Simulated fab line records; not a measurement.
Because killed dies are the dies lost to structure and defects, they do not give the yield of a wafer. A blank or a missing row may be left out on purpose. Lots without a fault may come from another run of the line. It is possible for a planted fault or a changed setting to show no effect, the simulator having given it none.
Chamber matching    flow nand_harc    NHARC_P_CONTACT_STRIP_28 on rie_diel-08 has 4 sister chambers
The step strips in O2. 14 wafers are shown with their chamber, then 7 later ones without.

== WAFERS WITH THEIR CHAMBER ==
wafer   chamber  chamber_pressure_mTorr (mTorr)  rf_vpp_V (V)  oes_product_au (a.u.)
L223.1  0        60.08                           56.0          0.984
L223.3  1        59.98                           58.9          0.975
L223.6  1        60.00                           56.8          0.967
L228.1  1        59.99                           56.5          1.000
L228.3  3        60.07                           57.6          0.992
L228.4  2        60.01                           59.6          1.001
L229.3  1        59.98                           57.5          0.982
L229.5  2        60.00                           59.0          1.004
L229.6  1        60.03                           57.3          0.998
L230.1  2        60.01                           56.2          0.997
L230.4  0        59.90                           56.4          0.995
L230.6  0        59.87                           57.4          1.000
L231.1  2        60.14                           58.8          0.991
L231.4  1        60.06                           58.0          0.978

SIGNATURES (averages over the wafers above)
reading                 chamber 0  chamber 1  chamber 2  chamber 3  scatter within a chamber
chamber_pressure_mTorr  59.9500    60.0067    60.0400    60.0700    0.0666
rf_vpp_V                56.600     57.500     58.400     57.600     1.08
oes_product_au          0.99300    0.98333    0.99825    0.99200    0.0104
Rule: distance of a wafer from a chamber = root of the sum over the readings of ((wafer's reading minus chamber's mean) / reading's scatter) squared. The wafer belongs to the nearest chamber; if the next one is less than 2 further off, it can't be placed. How the scatter is found: for the shown wafers, subtract from each reading the mean of its chamber, square and add these, divide the total by (wafers less chambers), then take the root.

== WAFERS WITH NO CHAMBER GIVEN ==
wafer   chamber_pressure_mTorr (mTorr)  rf_vpp_V (V)  oes_product_au (a.u.)
L231.6  60.09                           57.4          0.984
L238.1  59.95                           58.7          0.994
L238.3  59.88                           56.0          1.000
L238.4  60.00                           58.2          1.007
L241.1  59.94                           59.1          1.006
L241.3  59.98                           56.9          0.989
L241.4  59.95                           57.4          1.000

== CHAMBER TAKEN BY EACH ==
wafer   from the rows above                in truth
L231.6  can't be placed: 3 or 1 or 2 or 0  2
L238.1  can't be placed: 2 or 1 or 0 or 3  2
L238.3  can't be placed: 0 or 1 or 2 or 3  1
L238.4  can't be placed: 2 or 3 or 0 or 1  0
L241.1  can't be placed: 2 or 0 or 3 or 1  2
L241.3  can't be placed: 0 or 1 or 3 or 2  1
L241.4  can't be placed: 0 or 2 or 1 or 3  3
Correct placement for 0 of the 7. Not placeable from these rows: 7 (in 7, the candidates include the true chamber). 0 placed wrongly.
